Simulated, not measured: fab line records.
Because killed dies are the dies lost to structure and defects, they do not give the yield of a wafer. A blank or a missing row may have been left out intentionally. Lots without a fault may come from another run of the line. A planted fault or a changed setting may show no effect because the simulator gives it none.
Which tool was responsible? -- flow nand-harc -- 10 lots with 30 wafers sampled at 6 steps, on a route of 1159 steps

== WHAT EACH GAUGE READ, for each wafer ==
NHARC_A_M0_CD_MEAS_09: target cd 80 nm. Usual: cd-nm 80.1 nm, standard deviation 0.6.
lot,measured,on,cd-nm (nm),flag
L212,day 17 11:20,cd-sem-03,79.7 80.4 80.2,
L213,day 17 16:34,cd-sem-03,80.3 80.8 80.4,
L217,day 17 23:26,cd-sem-03,79.5 80.2 79.9,
L216,day 18 03:58,cd-sem-01,80.9 80.6 80.7,
L218,day 19 03:45,cd-sem-01,79.7 80.2 79.7,
L229,day 22 03:34,cd-sem-01,92.5 93.4 92.7,OFF
L228,day 22 04:52,cd-sem-01,92.2 92.7 92.9,OFF
L234,day 22 21:03,cd-sem-03,81.0 80.0 79.9,
L233,day 22 22:14,cd-sem-01,80.3 79.9 80.3,
L235,day 23 09:43,cd-sem-02,78.9 80.6 79.7,

NHARC_END_SORT_01. Usual: defect-limited-yield 95.7 %, standard deviation 1.4; killed-at-array 25, standard deviation 9.2; killed-at-other 0.9, standard deviation 1.3; killed-at-periphery 3.3, standard deviation 2.3; killed-dies 29, standard deviation 9.6; killed-open 3.2, standard deviation 1.8; killed-short 2, standard deviation 1.4; sort_bin_2_pct 1.3 %, standard deviation 0.65; sort_bin_3_pct 0.25 %, standard deviation 0.21; sort_bin_4_pct 2.8 %, standard deviation 0.9; sort-n-pass 648, standard deviation 9.6; sort-rim-yield-pct 94 %, standard deviation 3; sort-yield-pct 95.7 %, standard deviation 1.4.
lot,measured,on,defect-limited-yield (%),killed-at-array,killed-at-other,killed-at-periphery,killed-dies,killed-open,killed-short,sort_bin_2_pct (%),sort_bin_3_pct (%),sort_bin_4_pct (%),sort-n-pass,sort-rim-yield-pct (%),sort-yield-pct (%),flag
L228,day 24 00:28,prober-01,95.6 93.9 94.4,25 37 36,0 1 0,5 3 2,30 41 38,2 1 3,3 3 2,1.0 2.1 2.2,0.59 0.15 0.44,2.8 3.8 3.0,647 636 639,93 89 88,95.6 93.9 94.4,

== TOOL THAT RAN EACH LOT (tool first, then ch and the chambers of the sampled wafers, then the start) ==
lot,NHARC_A_BLC_ETCH_18,NHARC_A_BLC_STRIP_29,NHARC_A_BLC_CVD_24,NHARC_A_M0_PEB_07
L212,"rie-diel-11 ch 0,1,2, day 17 07:28 or earlier","rie-diel-11 ch 0,1,2, day 17 07:28","cvd-w-02 ch 0,1, day 17 11:16 or earlier","litho-track-04 ch 0, day 17 11:16"
L213,"rie-diel-11 ch 0,1,3, day 17 13:38 or earlier","rie-diel-10 ch 0,2,3, day 17 13:38","cvd-w-02 ch 0,1, day 17 16:29 or earlier","litho-track-04 ch 0, day 17 16:29"
L217,"rie-diel-02 ch 0,1,3, day 17 18:01 or earlier","rie-diel-10 ch 0,3, day 17 18:01","cvd-w-01 ch 0,1, day 17 23:21 or earlier","litho-track-04 ch 0, day 17 23:21"
L216,"rie-diel-11 ch 1,2,3, day 18 01:07 or earlier","rie-diel-11 ch 0,3, day 18 01:07","cvd-w-01 ch 0,1, day 18 03:53 or earlier","litho-track-04 ch 0, day 18 03:53"
L218,"rie-diel-11 ch 1,2,3, day 19 00:47 or earlier","rie-diel-11 ch 0,1,2, day 19 00:47","cvd-w-01 ch 0,1, day 19 03:40 or earlier","litho-track-01 ch 0, day 19 03:40"
L229,"rie-diel-11 ch 0,1,3, day 21 18:54 or earlier","rie-diel-02 ch 0,1,2, day 21 18:54","cvd-w-01 ch 0,1, day 22 03:29 or earlier","litho-track-04 ch 0, day 22 03:29"
L228,"rie-diel-11 ch 0,1,2, day 21 23:41 or earlier","rie-diel-02 ch 0,1, day 21 23:41","cvd-w-01 ch 0,1, day 22 04:46 or earlier","litho-track-04 ch 0, day 22 04:46"
L234,"rie-diel-10 ch 0,1,2, day 22 15:36 or earlier","rie-diel-11 ch 0,3, day 22 15:36","cvd-w-01 ch 0,1, day 22 20:58 or earlier","litho-track-06 ch 0, day 22 20:58"
L233,"rie-diel-11 ch 0,2,3, day 22 19:23 or earlier","rie-diel-10 ch 1,2,3, day 22 19:23","cvd-w-01 ch 0,1, day 22 22:10 or earlier","litho-track-01 ch 0, day 22 22:10"
L235,"rie-diel-02 ch 0,1,3, day 23 06:47 or earlier","rie-diel-11 ch 0,1,2, day 23 06:47","cvd-w-02 ch 0,1, day 23 09:38 or earlier","litho-track-06 ch 0, day 23 09:38"
- NHARC_A_BLC_ETCH_18: etches the open film in C4F8/O2/Ar, target depth 910 nm.
- NHARC_A_BLC_STRIP_29: strips in CF4.
- NHARC_A_BLC_CVD_24: deposits W, target thk 150 nm, time 434 s.
- NHARC_A_M0_PEB_07: peb time 65 s.

== WHAT THE TOOLS THEMSELVES READ (means of the sampled wafers that have a number; where no wafer has one, the mark that the record gives instead) ==
NHARC_A_BLC_ETCH_18. Usual: bias-w 1500 W, standard deviation 4.2; oes-product-au 0.948 a.u., standard deviation 0.024; rf-vpp-V 978 V, standard deviation 5.6.
lot,tool,bias-w (W),oes-product-au (a.u.),rf-vpp-V (V),flag
L212,rie-diel-11,1501,0.956,980,
L213,rie-diel-11,1499,0.974,977,
L217,rie-diel-02,1499,0.968,983,
L216,rie-diel-11,1504,0.969,975,
L218,rie-diel-11,1504,0.977,976,
L229,rie-diel-11,1501,0.913,977,
L228,rie-diel-11,1500,0.958,980,
L234,rie-diel-10,1501,0.929,976,
L233,rie-diel-11,1499,0.917,979,
L235,rie-diel-02,1505,0.966,982,

NHARC_A_BLC_STRIP_29. Usual: cf4-flow-sccm is 149.9 sccm with standard deviation 0.42, drypump-motor-current-A is 5.7 A with standard deviation 0.4, mfc-ar-sccm is 0.015 sccm with standard deviation 0.016, oes-product-au is 0.998 a.u. with standard deviation 0.0078, rf-vpp-V is 59.4 V with standard deviation 0.95, showerhead-plenum-p-Torr is 1.76 Torr with standard deviation 0.07, and throttle-valve-pct is 13.284 % with standard deviation 0.0093.
lot,tool,cf4-flow-sccm (sccm),drypump-motor-current-A (A),mfc-ar-sccm (sccm),oes-product-au (a.u.),rf-vpp-V (V),showerhead-plenum-p-Torr (Torr),throttle-valve-pct (%),flag
L212,rie-diel-11,150.4,5.9,0.007,1.002,59.3,1.79,13.289,
L213,rie-diel-10,149.8,5.6,0.019,1.000,59.6,1.75,13.289,
L217,rie-diel-10,149.8,5.7,0.032,1.008,59.5,1.73,13.278,
L216,rie-diel-11,149.7,5.7,0.027,0.997,59.3,1.75,13.283,
L218,rie-diel-11,149.9,5.9,0.007,0.996,59.9,1.78,13.285,
L229,rie-diel-02,150.2,5.6,0.014,0.998,59.9,1.81,13.284,
L228,rie-diel-02,149.9,5.8,0.025,1.002,59.2,1.78,13.291,
L234,rie-diel-11,149.7,5.6,0.014,0.985,59.5,1.79,13.287,
L233,rie-diel-10,150.4,5.3,0.006,0.999,60.1,1.72,13.286,
L235,rie-diel-11,149.8,5.9,0.007,1.001,59.3,1.78,13.285,

NHARC_A_BLC_CVD_24. Usual: heater-power-w 471 W, standard deviation 35; mfc-ar-sccm 1560 sccm, standard deviation 5.5; mfc-wf6-sccm 39.99 sccm, standard deviation 0.12; throttle-valve-pct 8.02 %, standard deviation 0.24.
lot,tool,heater-power-w (W),mfc-ar-sccm (sccm),mfc-wf6-sccm (sccm),throttle-valve-pct (%),flag
L212,cvd-w-02,442,1561,40.00,7.87,
L213,cvd-w-02,443,1559,40.02,7.72,
L217,cvd-w-01,489,1554,40.03,8.13,
L216,cvd-w-01,494,1559,40.06,8.13,
L218,cvd-w-01,490,1565,39.85,8.20,
L229,cvd-w-01,501,1560,40.07,7.94,
L228,cvd-w-01,495,1555,39.99,8.10,
L234,cvd-w-01,499,1565,40.06,7.97,
L233,cvd-w-01,501,1557,40.16,8.18,
L235,cvd-w-02,440,1561,39.89,7.99,

NHARC_A_M0_PEB_07. Usual: chill-plate-temp-C 23.01 C, standard deviation 0.1; heater-power-total-W 156.6 W, standard deviation 0.44; plate-temp-C 100.01 C, standard deviation 0.14.
lot,tool,chill-plate-temp-C (C),heater-power-total-W (W),plate-temp-C (C),flag
L212,litho-track-04,23.19,157.1,100.18,
L213,litho-track-04,22.97,156.2,100.02,
L217,litho-track-04,22.94,156.3,99.91,
L216,litho-track-04,22.99,156.6,100.04,
L218,litho-track-01,22.94,156.5,99.83,
L229,litho-track-04,23.11,164.2,103.51,OFF
L228,litho-track-04,22.95,163.6,103.52,OFF
L234,litho-track-06,22.93,156.7,100.19,
L233,litho-track-01,23.09,156.9,99.95,
L235,litho-track-06,23.01,157.1,99.96,

== THE ANSWER, worked out from the rows above alone ==
Rule: a lot counts as off when the mean over its wafers that have a number is more than 3 standard deviations away from the usual mean. Also off: a lot with no number at a reading for which 4 or more lots have one. All remaining lots with rows at the step are treated as sound. The gauges are gone through in route order, then the tools' own readings, and for those a lot's mean is taken as printed above. The first step at which some lot is off is used, and at that step the reading that is off furthest; a lot without a number counts as furthest.
Off: L229, L228, at NHARC_A_M0_CD_MEAS_09 (cd-nm).
A tool fits if, at a process step before that reading, it ran every lot that is off, and no sound lot after the first of them. Not tried: the gauges at NHARC_A_M0_CD_MEAS_09; whatever is off there is also off at NHARC_A_M0_PEB_07, on other tools, and gauge error can't account for it. Because NHARC_A_BLC_ETCH_18 lacks a start for some lots, the hours and order of its lots are taken from NHARC_A_BLC_STRIP_29. Because NHARC_A_BLC_CVD_24 lacks a start for some lots, the hours and order of its lots are taken from NHARC_A_M0_PEB_07. This does not decide it: 2 tools fit, namely rie-diel-02 at NHARC_A_BLC_STRIP_29 and litho-track-04 at NHARC_A_M0_PEB_07.

== WHAT HAD BEEN PUT IN BY THE SIMULATOR ==
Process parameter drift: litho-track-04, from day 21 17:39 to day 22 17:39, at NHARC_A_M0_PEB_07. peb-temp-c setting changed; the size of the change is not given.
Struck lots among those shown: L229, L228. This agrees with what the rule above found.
